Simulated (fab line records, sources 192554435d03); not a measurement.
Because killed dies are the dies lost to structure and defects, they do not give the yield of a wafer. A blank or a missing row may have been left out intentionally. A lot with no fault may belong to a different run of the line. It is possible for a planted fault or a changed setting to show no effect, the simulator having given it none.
Struck lot and sound lot, side by side + flow n5Finfet + 16 steps out of a route of 1938
Sound: these wafers, L582.1, L582.2, L582.3. Struck: wafers L572.2, L572.3, L572.4. Last of all comes the cause.
Per side, at each step with rows, come the tool, then ch with its chambers, and then its first start. Under that, the readings that differ: sound wafers + struck wafers + difference of the means + sigmas: that difference in standard deviations of wafers without a fault.
alike: readings whose means differ by less than 2 such deviations, and words and numbers that are the same on both sides. not compared: withheld readings, readings that some wafer has no value for, bounds like >300 that may hide the same value, and numbers for which the record gives no deviation and whose values overlap.
The two part at a step that has a row with sigmas, a row that says differs or no value, or rows on one side only. Non-overlapping numbers with no deviation appear without sigmas and do not part them. A reading that every wafer of one side lacks parts them only if that side has two wafers or more.

first, 10 steps without rows for these wafers: N5_BEOL_M3_DESCUM_33 (chemistry O2, time 7 s); N5_BEOL_M3_ETCH_77 (etches underlayer in N2/H2, target depth 6.5 nm, time 5.2 s); N5_BEOL_M3_ETCH_69 (etches SiARC in CF4, target depth 15.6 nm, time 26 s); N5_BEOL_M3_ALD_98 (deposits SiO2, target thk 2.5 nm, pulse time 1 s, co reactant pulse time 1 s); N5_BEOL_M3_ETCHBACK_99 (etches SiO2 in CHF3, target depth 5 nm, time 10.4 s); N5_BEOL_M3_ETCH_70 (etches SOC in N2/H2, target depth 80 nm, overetch 16 nm, time 120 s); N5_BEOL_M3_STRIP_71 (strips in N2/H2); N5_BEOL_M3_STRIP_78 (strips in N2/H2); N5_BEOL_M3_VIA_ETCH_34 (etches the open film in C4F6/O2, target depth 69.4 nm, time 65.9 s); N5_BEOL_M3_STRIP_83 (strips in C4F6/O2).
N5_BEOL_M3_STRIP_36: strips in N2/H2.
  sound on rieDiel-03 ch 1,2,3, day 11 23:44; struck on rieDiel-03 ch 0,1,2, day 9 12:38
  no value came back on the struck wafers for any of 9 readings (biasPowerW (W), chamberPressureMTorr (mTorr) and others); on the sound wafers biasPowerW (W) reads 6.955 6.978 6.992
| reading                                 | sound | struck       | difference | sigmas |
|-----------------------------------------|-------|--------------|------------|--------|
| model.SOC_of_BEOL_M3_COAT_67.thkNm (nm) | 0 0 0 | 52.6 51.6 52 | +52.1      |        |
| model.SiO2_of_BEOL_M3_ALD_98.thkNm (nm) | 0 0 0 | 2.4 2.4 2.6  | +2.5       |        |
then, 1 step without rows for these wafers: N5_BEOL_M3_TRENCH_ETCH_37 (etches SiOC in C4F6/O2, target depth 55.555 nm, time 29.2 s).
N5_BEOL_M3_ETCH_41: etches SiCN in CH3F/O2, target depth 29.9 nm, time 52.5 s.
  sound on rieDiel-03 ch 1,2,3; struck on rieDiel-03 ch 0,1,2, day 9 12:42
| reading                                 | sound | struck         | difference | sigmas |
|-----------------------------------------|-------|----------------|------------|--------|
| model.SOC_of_BEOL_M3_COAT_67.thkNm (nm) | 0 0 0 | 36.8 34.6 35.8 | +35.7      |        |
  alike: drypumpMotorCurrentA, oesProductAu, rfVppV, showerheadPlenumPTorr, throttleValvePct
  not compared: rfHoursCounterH
then, 1 step without rows for these wafers: N5_BEOL_M3_STRIP_97 (strips in N2/H2, time 10 s).
N5_BEOL_M4_RC_MEAS_101:
  the record has rows for the sound wafers here (prober-02 ch 0, day 12 17:07) and none for the struck ones
-- the record jumps here: 5 days lie between the struck wafers' starts before and after (it left off in module BEOL_M4 and takes up again in module PASSIVATION, whose first step shown is number 1936 of the route) --
N5_PASSIVATION_PROBE_49:
  sound: prober-01 at day 17 09:50; struck: prober-02 at day 14 19:57
| reading                 | sound     | struck         | difference | sigmas      |
|-------------------------|-----------|----------------|------------|-------------|
| defectLimitedYield (%)  | 90.3 91.5 | 0 0 0          | -91        | -61         |
| killed_at_M0_to_M3      | 48 43     | 1096 1113 1122 | +1065      | +99 or more |
| killedDies              | 115 100   | 1180 1180 1180 | +1072      | +63         |
| killedOnRim             | 13 15     | 152 152 152    | +138       | +32         |
| sort_bin_5_function (%) | 5.4 4.9   | 96.2 97.0 96.4 | +91.4      | +96         |
| sortNPass               | 1065 1080 | 0 0 0          | -1072      | -63         |
| sortYieldPct (%)        | 90.3 91.5 | 0 0 0          | -91        | -61         |
  alike: killed_at_M4_up, killedAtContacts, killedAtFrontEnd, killedAtOther, killedOpen, killedShort, sort_bin_6_memory

== WHERE THEY PART ==
At N5_BEOL_M3_STRIP_36 first; at N5_PASSIVATION_PROBE_49 last (within this record only).

WHY: whatever the simulator had introduced
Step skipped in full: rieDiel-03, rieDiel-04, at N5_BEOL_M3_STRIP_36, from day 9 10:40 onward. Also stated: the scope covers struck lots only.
